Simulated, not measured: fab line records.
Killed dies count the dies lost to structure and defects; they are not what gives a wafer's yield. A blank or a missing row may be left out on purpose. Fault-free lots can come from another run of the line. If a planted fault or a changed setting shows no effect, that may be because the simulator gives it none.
Chamber matching	flow n5 finfet	N5_HKMG_FIN_ETCH_32 on rie diel-05: 4 sister chambers
The step etches SOC in N2/H2, target depth 240 nm, time 300 s. 16 wafers are shown with their chamber, then 8 later ones without.

WAFERS WITH THEIR CHAMBER
wafer	chamber	showerhead plenum p Torr (Torr)	drypump motor current A (A)	rf vpp V (V)
L080.2	1	2.49	6.2	522.2
L080.4	3	2.49	5.5	522.0
L080.5	1	2.49	6.2	522.8
L079.1	0	2.59	5.4	525.6
L079.4	3	2.49	5.5	521.9
L079.6	0	2.59	5.4	524.5
L086.2	1	2.48	6.2	522.4
L086.4	0	2.58	5.4	525.3
L086.5	2	2.64	5.6	527.7
L091.2	1	2.48	6.2	521.1
L091.5	3	2.48	5.6	521.8
L091.6	2	2.64	5.7	527.6
L094.1	3	2.48	5.6	522.0
L094.3	1	2.47	6.2	521.5
L094.4	2	2.64	5.6	527.7
L095.2	2	2.64	5.6	526.4

SIGNATURES, as means of the wafers listed above
reading	chamber 0	chamber 1	chamber 2	chamber 3	scatter within a chamber
showerhead plenum p Torr	2.5867	2.4820	2.6400	2.4850	0.0061
drypump motor current A	5.400	6.200	5.625	5.550	0.0382
rf vpp V	525.133	522.000	527.350	521.925	0.562
Rule: for each reading, subtract the chamber's mean from the wafer's reading, divide by that reading's scatter and square the result; add these up over the readings and take the root, which gives the wafer's distance from the chamber. The wafer belongs to the nearest chamber; if the next one is less than 2 further off, it can't be placed. The scatter is the square root of a quotient: the sum, over the shown wafers, of each reading's squared deviation from its chamber's mean, divided by wafers minus chambers.

WAFERS WHOSE CHAMBER IS MISSING
wafer	showerhead plenum p Torr (Torr)	drypump motor current A (A)	rf vpp V (V)
L095.5	2.57	5.4	524.1
L095.6	2.48	5.6	522.1
L096.2	2.47	6.2	522.4
L096.5	2.64	5.7	527.6
L096.6	2.48	5.5	521.3
L097.1	2.48	5.6	523.1
L097.5	2.57	5.4	524.9
L097.6	2.47	6.2	521.1

WHICH CHAMBER EACH ONE RAN IN
wafer	from the rows above	in truth
L095.5	0	0
L095.6	3	3
L096.2	1	1
L096.5	2	2
L096.6	3	3
L097.1	3	3
L097.5	0	0
L097.6	1	1
Correct placement for 8 of the 8. Not placeable from these rows: 0. Wrongly placed: 0.
